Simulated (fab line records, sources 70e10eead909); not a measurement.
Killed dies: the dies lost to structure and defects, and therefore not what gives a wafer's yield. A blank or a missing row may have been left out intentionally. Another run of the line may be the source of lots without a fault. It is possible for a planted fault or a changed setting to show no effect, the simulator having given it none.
The tool behind it: which one? | flow nand-harc | Sampling: 12 lots, 36 wafers, 4 of 1302 route steps

== WHAT THE GAUGES SHOWED, per wafer ==
The record lacks any reading of a measuring or inspecting step that a usual standard deviation could be used to judge.

== WHAT TOOL EACH LOT RAN ON (gives the tool, then ch and the chambers of the sampled wafers, and finally the start) ==
lot  | NHARC_A_STAIRCASE_HM_OPEN_457                 | NHARC_A_STAIRCASE_DESCUM_291       | NHARC_A_STAIRCASE_ETCH_294                    | NHARC_A_STAIRCASE_DEP_301
L614 | rie-diel-05 ch 1,2, day 17 02:53 or earlier   | rie-diel-07 ch 0,1,3, day 17 02:53 | rie-diel-07 ch 1,2, day 17 07:52 or earlier   | pecvd-03 ch 0,1, day 17 07:52
L613 | rie-diel-07 ch 0,1,2, day 17 04:01 or earlier | rie-diel-05 ch 0,1,2, day 17 04:01 | rie-diel-05 ch 1,2,3, day 17 10:41 or earlier | pecvd-01 ch 0,1,2, day 17 10:41
L616 | rie-diel-07 ch 0,2, day 18 10:14 or earlier   | rie-diel-13 ch 1,2,3, day 18 10:14 | rie-diel-13 ch 1,3, day 18 16:26 or earlier   | pecvd-03 ch 0,1,2, day 18 16:26
L615 | rie-diel-05 ch 0,1,3, day 18 18:40 or earlier | rie-diel-13 ch 0,1,3, day 18 18:40 | rie-diel-13 ch 1,2,3, day 18 22:46 or earlier | pecvd-02 ch 1,2, day 18 22:46
L618 | rie-diel-05 ch 1,2,3, day 18 20:20 or earlier | rie-diel-05 ch 2,3, day 18 20:20   | rie-diel-05 ch 0,1,2, day 19 01:48 or earlier | pecvd-02 ch 0,1,2, day 19 01:48
L620 | rie-diel-05 ch 0,2,3, day 20 11:16 or earlier | rie-diel-07 ch 1,2, day 20 11:16   | rie-diel-07 ch 0,3, day 20 15:56 or earlier   | pecvd-01 ch 1,2, day 20 15:56
L622 | rie-diel-05 ch 1,2,3, day 21 02:42 or earlier | rie-diel-05 ch 0,1,2, day 21 02:42 | rie-diel-05 ch 0,1, day 21 06:54 or earlier   | pecvd-03 ch 1,2, day 21 06:54
L623 | rie-diel-13 ch 0,1,2, day 21 03:47 or earlier | rie-diel-13 ch 1,2, day 21 03:47   | rie-diel-13 ch 1,2, day 21 11:29 or earlier   | pecvd-03 ch 0,2, day 21 11:29
L624 | rie-diel-07 ch 2,3, day 22 02:32 or earlier   | rie-diel-07 ch 0,3, day 22 02:32   | rie-diel-07 ch 0,1,3, day 22 07:14 or earlier | pecvd-01 ch 1,2, day 22 07:14
L625 | rie-diel-07 ch 0,3, day 22 13:16 or earlier   | rie-diel-07 ch 0,1, day 22 13:16   | rie-diel-07 ch 0,3, day 22 17:45 or earlier   | pecvd-03 ch 0,1,2, day 22 17:45
L628 | rie-diel-07 ch 0,1,3, day 23 08:41 or earlier | rie-diel-05 ch 0,1,3, day 23 08:41 | rie-diel-05 ch 0,1,2, day 23 12:59 or earlier | pecvd-03 ch 0,1,2, day 23 12:59
L635 | rie-diel-07 ch 0,1,2, day 26 13:14 or earlier | rie-diel-07 ch 0,1,2, day 26 13:14 | rie-diel-07 ch 1,3, day 26 22:43 or earlier   | pecvd-01 ch 0,1,2, day 26 22:43
- NHARC_A_STAIRCASE_HM_OPEN_457: chemistry O2/COS.
- NHARC_A_STAIRCASE_DESCUM_291: chemistry O2, time 3 s.
- NHARC_A_STAIRCASE_ETCH_294: etches the open film in C4F8/O2/Ar, target depth 4989 nm, time 1211.6 s.
- NHARC_A_STAIRCASE_DEP_301: deposits SiON, target thk 30 nm.

== WHAT THE TOOLS THEMSELVES READ (means of the sampled wafers that have a number; where no wafer has one, the mark that the record gives instead) ==
NHARC_A_STAIRCASE_HM_OPEN_457.
lot  | tool        | drypump-motor-current-A (A) | oes-product-au (a.u.) | rf-vpp-V (V) | showerhead-plenum-p-Torr (Torr) | throttle-valve-pct (%)
L614 | rie-diel-05 | 5.4                         | 1.017                 | 471          | 3.27                            | 28.331
L613 | rie-diel-07 | 5.9                         | 1.000                 | 464          | 2.98                            | 28.325
L616 | rie-diel-07 | 6.1                         | 1.009                 | 464          | 2.95                            | 28.338
L615 | rie-diel-05 | 5.7                         | 1.004                 | 469          | 3.20                            | 28.340
L618 | rie-diel-05 | 5.4                         | 0.998                 | 469          | 3.19                            | 28.324
L620 | rie-diel-05 | 5.7                         | 1.007                 | 469          | 3.17                            | 28.333
L622 | rie-diel-05 | 5.4                         | 1.006                 | 469          | 3.18                            | 28.337
L623 | rie-diel-13 | 6.4                         | 0.991                 | 468          | 3.18                            | 28.335
L624 | rie-diel-07 | 6.1                         | 0.992                 | 469          | 3.21                            | 28.335
L625 | rie-diel-07 | 6.1                         | 0.995                 | 471          | 3.31                            | 28.338
L628 | rie-diel-07 | 6.0                         | 0.987                 | 469          | 3.19                            | 28.331
L635 | rie-diel-07 | 5.9                         | 0.997                 | 466          | 3.11                            | 28.331

NHARC_A_STAIRCASE_DESCUM_291.
lot  | tool        | drypump-motor-current-A (A) | oes-product-au (a.u.) | rf-vpp-V (V) | showerhead-plenum-p-Torr (Torr) | throttle-valve-pct (%)
L614 | rie-diel-07 | 6.0                         | 1.002                 | 57.3         | 1.87                            | 11.304
L613 | rie-diel-05 | 5.7                         | 1.002                 | 57.9         | 2.00                            | 11.315
L616 | rie-diel-13 | 6.3                         | 1.004                 | 58.1         | 1.96                            | 11.315
L615 | rie-diel-13 | 6.3                         | 0.997                 | 57.5         | 1.87                            | 11.310
L618 | rie-diel-05 | 5.4                         | 1.004                 | 57.2         | 1.91                            | 11.315
L620 | rie-diel-07 | 5.8                         | 1.000                 | 57.4         | 1.82                            | 11.317
L622 | rie-diel-05 | 5.7                         | 1.009                 | 57.8         | 1.99                            | 11.314
L623 | rie-diel-13 | 6.4                         | 0.998                 | 57.5         | 2.01                            | 11.308
L624 | rie-diel-07 | 6.1                         | 0.995                 | 58.3         | 2.05                            | 11.316
L625 | rie-diel-07 | 6.0                         | 0.999                 | 58.1         | 1.98                            | 11.321
L628 | rie-diel-05 | 5.7                         | 1.001                 | 57.8         | 1.95                            | 11.310
L635 | rie-diel-07 | 5.9                         | 1.001                 | 57.6         | 1.90                            | 11.315

NHARC_A_STAIRCASE_ETCH_294.
lot  | tool        | oes-product-au (a.u.) | rf-vpp-V (V)
L614 | rie-diel-07 | 0.935                 | 1820
L613 | rie-diel-05 | 0.930                 | 1833
L616 | rie-diel-13 | 0.947                 | 1828
L615 | rie-diel-13 | 0.931                 | 1831
L618 | rie-diel-05 | 0.936                 | 1837
L620 | rie-diel-07 | 0.922                 | 1829
L622 | rie-diel-05 | 0.943                 | 1838
L623 | rie-diel-13 | 0.929                 | 1840
L624 | rie-diel-07 | 0.921                 | 1833
L625 | rie-diel-07 | 0.933                 | 1844
L628 | rie-diel-05 | 0.958                 | 1836
L635 | rie-diel-07 | 0.934                 | 1829

NHARC_A_STAIRCASE_DEP_301.
lot  | tool     | chamber-pressure-Torr (Torr) | heater-power-w (W) | rf-fwd-power-W (W) | showerhead-vpp-V (V)
L614 | pecvd-03 | 3.499                        | 866                | 348.8              | 1163
L613 | pecvd-01 | 3.499                        | 657                | 349.2              | 1171
L616 | pecvd-03 | 3.503                        | 808                | 348.6              | 1152
L615 | pecvd-02 | 3.503                        | 574                | 346.3              | 1101
L618 | pecvd-02 | 3.503                        | 570                | 348.1              | 1137
L620 | pecvd-01 | 3.500                        | 646                | 348.4              | 1174
L622 | pecvd-03 | 3.495                        | 860                | 348.4              | 1165
L623 | pecvd-03 | 3.492                        | 754                | 348.6              | 1159
L624 | pecvd-01 | 3.501                        | 711                | 349.2              | 1179
L625 | pecvd-03 | 3.500                        | 835                | 302.2              | 1067
L628 | pecvd-03 | 3.504                        | 813                | 302.0              | 1064
L635 | pecvd-01 | 3.497                        | 716                | 348.1              | 1178

== THE ANSWER, worked out from the rows above alone ==
Rule: usual is defined by the lots themselves. The widest of any qualifying gaps counts: lots, ordered by their means at a reading, are off when they make up no more than a third of the lots, leave a main group of 4 or more, and stand apart from it by 3 or more times the standard deviation of that group's means. If all means in a main group match to the digits the tables above print for the reading, that group is not used. A lot without any number at a reading at which 4 lots or more have one is off too. Where the step has rows for the other lots, those lots are counted as sound. The gauges are gone through in route order, then the tools' own readings, and for those a lot's mean is taken as printed above. At the first step where some lot is off, the reading lying furthest off is the one used; lots without a number count as furthest.
Off, at NHARC_A_STAIRCASE_DEP_301 on rf-fwd-power-W: L625, L628. Main group: mean 348.4 W, sd 0.78.
A tool fits if, at that step or a process step before it, it ran every lot that is off, and no sound lot after the first of them. NHARC_A_STAIRCASE_HM_OPEN_457 gives no start for some lots, so the hours and the order of its lots are those of NHARC_A_STAIRCASE_DESCUM_291. NHARC_A_STAIRCASE_ETCH_294 gives no start for some lots, so the hours and the order of its lots are those of NHARC_A_STAIRCASE_DEP_301. One fits: NHARC_A_STAIRCASE_DEP_301 on pecvd-03. A fault onset in the window from L623 (day 21 11:29, its last sound lot) to L625 (day 22 17:45, its first lot off) fits.
On the lots that are off, the tool's own readings at NHARC_A_STAIRCASE_DEP_301 differ by more than 5 times the standard deviation of the sound lots' means, which bears it out; rf-fwd-power-W reads 302.1 W there versus 348.4 W on the sound lots.

== WHAT THE SIMULATOR HAD PUT IN ==
pecvd-03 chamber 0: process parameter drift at NHARC_A_STAIRCASE_DEP_301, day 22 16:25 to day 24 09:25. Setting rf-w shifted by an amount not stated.
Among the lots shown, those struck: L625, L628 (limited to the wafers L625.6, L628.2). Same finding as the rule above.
